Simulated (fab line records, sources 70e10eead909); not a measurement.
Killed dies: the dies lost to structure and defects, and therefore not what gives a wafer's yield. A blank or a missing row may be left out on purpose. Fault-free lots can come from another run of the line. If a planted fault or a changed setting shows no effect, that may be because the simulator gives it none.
One fault through the eyes of 2 desks    flow nandHarc    every desk sees just its own numbers, and what lay behind them comes last

== FROM THE METROLOGY DESK ==
Means of the sampled wafers that have a number, per lot and without regard to the tool the lot ran on: this is what the gauges read. The brackets show how far a lot's mean lies from the usual mean; more than 4 standard deviations puts the lot out of limits, marked OUT.
Columns: A = thkNm at NHARC_A_ONON_D1_THK_MEAS_08, usual 999 nm; B = thkNm at NHARC_A_ONON_D1_THK_MEAS_21, usual 1002 nm
lot   first seen here  A              B
L653  day 8 10:01      988            1008
L654  day 9 03:21      980            1002
L655  day 9 03:23      979            1007
L656  day 9 12:29      998            1020
L657  day 10 01:21     986            988
L658  day 10 05:13     986            1007
L661  day 11 07:36     1020           1029
L660  day 11 07:37     980            1001
L667  day 13 21:19     1010           1011
L665  day 13 21:31     863 (-10) OUT  1009
L668  day 14 13:58     865 (-10) OUT  996
L674  day 17 05:55     1002           1004
L675  day 17 19:38     1005           999
Finding of this desk: L665, L668 out of limits; the first was L665 at day 13 21:31, on thkNm at NHARC_A_ONON_D1_THK_MEAS_08. L653, L654, L655, L656, L657, L658, L661, L660, L667, L674, L675: within limits.

== THE DEFECT DESK ==
For each lot, the counts of the inspections along the route, averaged over the sampled wafers that have a number. The brackets show how far a lot's mean lies from the usual mean; more than 4 standard deviations puts the lot out of limits, marked OUT.
Columns: A = rawDefectCount at NHARC_A_ZERO_WELL_INSPECT_17, usual 11
lot   first seen here  A
L653  day 7 09:56      9
L655  day 8 01:43      9
L654  day 8 04:01      8
L656  day 8 13:06      6
L657  day 9 01:44      19
L658  day 9 06:54      7
L660  day 10 08:23     17
L661  day 10 09:21     14
L665  day 12 23:04     12
L667  day 13 00:29     17
L668  day 13 13:58     9
L674  day 15 22:37     13
L675  day 16 12:28     20
This desk's finding: nothing out of limits on any of the 13 lots.

== BROUGHT TOGETHER ==
Metrology desk: alarm possible at day 13 21:31 on L665, L668.
Nothing the defect desk looked at was out of limits.
The defect desk has L665, L668 on record, within its limits.
All the named lots went through NHARC_A_ONON_D1_DEP_06 on pecvdOnon-04.

== WHAT THE SIMULATOR HAD INSERTED ==
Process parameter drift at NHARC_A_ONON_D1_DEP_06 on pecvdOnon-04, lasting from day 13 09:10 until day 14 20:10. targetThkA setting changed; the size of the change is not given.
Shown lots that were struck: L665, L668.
Hours from the fault's start to each desk's first reading out of limits: the metrology desk, 12.
